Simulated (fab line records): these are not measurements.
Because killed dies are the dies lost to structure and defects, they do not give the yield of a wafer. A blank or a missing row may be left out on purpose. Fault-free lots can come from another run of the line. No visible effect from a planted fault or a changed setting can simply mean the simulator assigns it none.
Comparing a struck lot with a sound one / flow nandHarc / 12 steps out of a route of 1302
Sound: the wafers L448.4, L448.5, L448.6. The struck wafers were L456.1, L456.2, L456.3. Last of all comes the cause.
Per side, at each step with rows, come the tool, then ch with its chambers, and then its first start. Under that, the readings that differ: sound wafers / struck wafers / difference of the means / sigmas: that difference in standard deviations of wafers without a fault.
alike: words and numbers the same on both sides, and readings whose means are apart by under 2 such deviations; not compared: readings that were withheld, readings missing a value for some wafer, numbers with overlapping values and no deviation given by the record, and bounds like >300 which may hide the same value.
A row with sigmas, a row that says differs or no value, or rows on one side alone: a step with any of these is where the two part. Numbers that don't overlap but have no deviation are shown without sigmas and don't part them. A reading that every wafer of one side lacks parts them only if that side has two wafers or more.

first, 1 step without rows for these wafers: NHARC_A_CHANNEL_FILL_D2_ANNEAL_22 (time 7200 s).
NHARC_A_CHANNEL_FILL_D2_ALD_25: deposits SiOx, target thk 60 nm, pulse time 10 s, ald cycles 600.
  sound on aldHk-04 ch 2,3, day 16 19:55; struck on aldHk-01 ch 0,1,2, day 20 11:23
  alike: heaterPowerW, precursorPulseHeightRel
  not compared: sinceWetCleanH
NHARC_A_CHANNEL_FILL_D2_ETCHBACK_08: etches the open film in C4F8, target depth 220 nm, time 110 s.
  sound: rieDiel-09 ch 1,2,3; struck: rieDiel-09 ch 0,1,3
  alike: oesProductAu, rfVppV
  not compared: rfHoursCounterH
NHARC_A_CHANNEL_FILL_D2_STRIP_29: strips in O2, time 20 s.
  sound: rieDiel-09 ch 0,2,3; struck: rieDiel-09 ch 0,1,2
  alike: drypumpMotorCurrentA, oesProductAu, rfVppV, showerheadPlenumPTorr, throttleValvePct
  not compared: rfHoursCounterH
then, 3 steps without rows for these wafers: NHARC_A_CHANNEL_FILL_D2_PRECLEAN_30 (cleans in dHF, time 30 s); NHARC_A_CHANNEL_FILL_D2_SRD_31; NHARC_A_CHANNEL_FILL_D2_CVD_09 (deposits poly-Si, target thk 150 nm, time 3000 s).
NHARC_A_CHANNEL_FILL_D2_CMP_10: polishes, target thk 150 nm.
  sound on cmp-03 ch 1,2,3, day 17 07:55; struck on cmp-03 ch 0,1,3, day 20 22:49
  alike: motorCurrentA, timeToEndpointS
next, for these wafers, 1 step has no rows: NHARC_A_CHANNEL_FILL_D2_SRD_12.
NHARC_A_CHANNEL_FILL_D2_RTA_24: time 5 s.
  sound on rtpAnneal-02 ch 0, day 17 08:20; struck on rtpAnneal-01 ch 0, day 20 23:37
reading=lampPowerPct (%); sound=26.0 26.0 26.0; struck=31.9 31.9 31.9; difference=+5.9; sigmas=+2
reading=lamp_zone_1_pct (%); sound=26.0 26.0 26.0; struck=31.9 31.9 31.9; difference=+5.9; sigmas=+2
reading=lamp_zone_5_pct (%); sound=26.0 26.1 26.0; struck=31.9 31.9 31.9; difference=+5.9; sigmas=+2
  alike: wafer_temp_C_max
NHARC_A_CHANNEL_FILL_D2_INSPECT_13:
  sound: defectInspect-02 at day 17 08:28; struck: defectInspect-01 at day 20 23:49
  alike: rawDefectCount
-- the record jumps here: 9 days lie between the struck wafers' starts before and after (it left off in module A_CHANNEL_FILL_D2 and takes up again in module END, whose first step shown is number 1302 of the route) --
NHARC_END_SORT_01:
  sound on prober-02 ch 0, day 26 05:18; struck on prober-02 ch 0, day 29 22:00
  alike: killedAtArray, killedAtOther, killedAtPeriphery, killedDies, killedOpen, killedShort

WHERE THEY PART
Within this record, at NHARC_A_CHANNEL_FILL_D2_RTA_24 only. Later steps at which nothing parts them and some readings are alike: NHARC_A_CHANNEL_FILL_D2_INSPECT_13, NHARC_END_SORT_01.

WHY: what had been put in by the simulator
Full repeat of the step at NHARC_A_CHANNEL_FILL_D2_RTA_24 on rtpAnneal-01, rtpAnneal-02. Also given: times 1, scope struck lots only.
